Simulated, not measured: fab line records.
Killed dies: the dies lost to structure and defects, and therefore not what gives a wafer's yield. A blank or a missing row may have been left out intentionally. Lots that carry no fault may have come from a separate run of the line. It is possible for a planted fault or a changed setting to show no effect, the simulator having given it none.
Lot-split experiment | flow n5_finfet | on a route of 1938 steps: 7 lots, 39 wafers read

## THE SPLIT
At N5_FIN_SAQP_HM_DEP_72 (deposits SiO2 from SiH4/N2O, target thk 12 nm, time 7.2 s), the setting time_s was moved away from the recipe's 7.2 s on 12 of the 39 wafers read, by -28.9% to +57.9%. The other wafers ran this setting at the recipe's value.

## FROM THE SPLIT TO THE READING: what the file shows between them, 4 steps
- N5_FIN_SAQP_COAT_49: time 60 s, resist thk 100 nm
- N5_FIN_SAQP_COAT_50: time 60 s, resist thk 35 nm
- N5_FIN_SAQP_ETCH_52: etches SOC in N2/H2, target depth 100 nm, overetch 20 nm, time 150 s
- N5_FIN_SAQP_STRIP_53: strips in N2/H2

## THE READING
etch.depth_nm (the simulator's own value, which no gauge read), in nm, at N5_FIN_SAQP_HM_OPEN_73 (chemistry CHF3/O2, target SiO2, stops on a-Si, target depth 12 nm, time 16.8 s). The file gives no usual value for it. Average 12.069 nm, standard deviation 0.18 nm, over the 27 wafers here run with the recipe.

wafer  | tool, chamber at the split | time_s as run, s | against the recipe | etch.depth_nm, nm | against lot-mates on the recipe
L074.1 | pecvd-02, 1                | 7.2              | recipe             | 12.1              | -
L074.2 | pecvd-02, 0                | 5.121            | -28.9%             | 8.519             | -3.724
L074.3 | pecvd-02, 2                | 7.2              | recipe             | 12.23             | -
L074.4 | pecvd-02, 2                | 7.2              | recipe             | 12.4              | -
L074.5 | pecvd-02, 1                | 5.121            | -28.9%             | 9.211             | -3.032
L074.6 | pecvd-02, 0                | 5.121            | -28.9%             | 8.82              | -3.423
L082.1 | pecvd-02, 1                | 7.2              | recipe             | 12.25             | -
L082.2 | pecvd-02, 2                | 7.2              | recipe             | 12.11             | -
L082.3 | pecvd-02, 0                | 7.2              | recipe             | 11.98             | -
L082.4 | pecvd-02, 0                | 7.2              | recipe             | 12.04             | -
L082.5 | pecvd-02, 2                | 7.2              | recipe             | 12.22             | -
L082.6 | pecvd-02, 1                | 7.2              | recipe             | 12.3              | -
L084.1 | pecvd-04, 2                | 7.2              | recipe             | 11.94             | -
L084.2 | pecvd-04, 1                | 7.2              | recipe             | 11.69             | -
L084.3 | pecvd-04, 0                | 7.2              | recipe             | 11.86             | -
L084.4 | pecvd-04, 2                | 7.2              | recipe             | 11.95             | -
L084.5 | pecvd-04, 1                | 7.2              | recipe             | 12.06             | -
L084.6 | pecvd-04, 0                | 7.2              | recipe             | 12.04             | -
L092.1 | pecvd-01, 1                | 8.497            | +18.0%             | 13.88             | +1.997
L092.2 | pecvd-01, 2                | 7.2              | recipe             | 11.76             | -
L092.3 | pecvd-01, 0                | 7.2              | recipe             | 11.97             | -
L092.4 | pecvd-01, 0                | 8.497            | +18.0%             | 14.25             | +2.367
L092.5 | pecvd-01, 1                | 8.497            | +18.0%             | 14.18             | +2.297
L092.6 | pecvd-01, 2                | 7.2              | recipe             | 11.92             | -
L093.1 | pecvd-04, 0                | 11.37            | +57.9%             | 18.82             | +6.690
L093.2 | pecvd-04, 1                | 11.37            | +57.9%             | 18.78             | +6.650
L093.3 | pecvd-04, 2                | 7.2              | recipe             | 11.98             | -
L093.4 | pecvd-04, 1                | 7.2              | recipe             | 12.16             | -
L093.5 | pecvd-04, 2                | 7.2              | recipe             | 12.25             | -
L093.6 | pecvd-04, 0                | 11.37            | +57.9%             | 19.12             | +6.990
L095.1 | pecvd-01, 2                | 11.11            | +54.3%             | 18.59             | +6.610
L095.2 | pecvd-01, 1                | 7.2              | recipe             | 11.79             | -
L095.3 | pecvd-01, 2                | 7.2              | recipe             | 12.12             | -
L095.4 | pecvd-01, 1                | 7.2              | recipe             | 12.03             | -
L095.5 | pecvd-01, 2                | 11.11            | +54.3%             | 18.51             | +6.530
L095.6 | pecvd-01, 1                | 11.11            | +54.3%             | 18.45             | +6.470
L097.2 | pecvd-02, 1                | 7.2              | recipe             | 12.19             | -
L097.3 | pecvd-02, 0                | 7.2              | recipe             | 12.21             | -
L097.4 | pecvd-02, 2                | 7.2              | recipe             | 12.32             | -

THE FIT
A straight line over all 39 wafers: etch.depth_nm changes by +0.117 nm for each +1% of time_s; r = +1.00; the points scatter about the line by 0.19 nm.
The same after taking each lot's own level away (the mean of its wafers on the recipe; 39 wafers): +0.119 nm for each +1%; r = +1.00; scatter 0.15 nm.
On that fit, the largest move of time_s shifts the reading by 6.9 nm.
The lots' own levels span 11.8833 to 12.2433 nm, that is 2.1 times the standard deviation above.
Consequently the slope shifts little with the lot-to-lot level, the two slopes agreeing.
Check: with one of the wafers moved furthest among these (+57.9%) left out of the fit, the line predicts +6.91 nm for it against its lot-mates. It came out at +6.69 nm against them.

## ADDITIONAL SPLITS CARRIED BY THESE WAFERS
These wafers also went through other splits before the reading. Each is held against what the fit with the lots' levels taken away leaves over:
other split on the same wafers | wafers away from the commonest value | r with etch.depth_nm (lot level and that fit taken away)
N5_ZERO_LAYER_PECVD_02 time_s  | 12                                   | -0.12

## THE WHOLE CHAIN: every reading that the file lists as answering this split, in the file's order
step                   | what it does                                                                   | reading                                                                            | change (the file's fit)               | r (the file's)
N5_FIN_SAQP_HM_DEP_72  | deposits SiO2 from SiH4/N2O, target thk 12 nm, time 7.2 s                      | SiO2_of_FIN_SAQP_HM_DEP_72.thk_nm (the simulator's own value, which no gauge read) | +0.119 nm for each +1% of the setting | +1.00
N5_FIN_SAQP_HM_OPEN_73 | chemistry CHF3/O2, target SiO2, stops on a-Si, target depth 12 nm, time 16.8 s | etch.depth_nm (the simulator's own value, which no gauge read)                     | +0.119 nm for each +1% of the setting | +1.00

## THE FILE'S OWN FIT
etch.depth_nm changes by +0.119 nm for each +1% of time_s, r = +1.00.
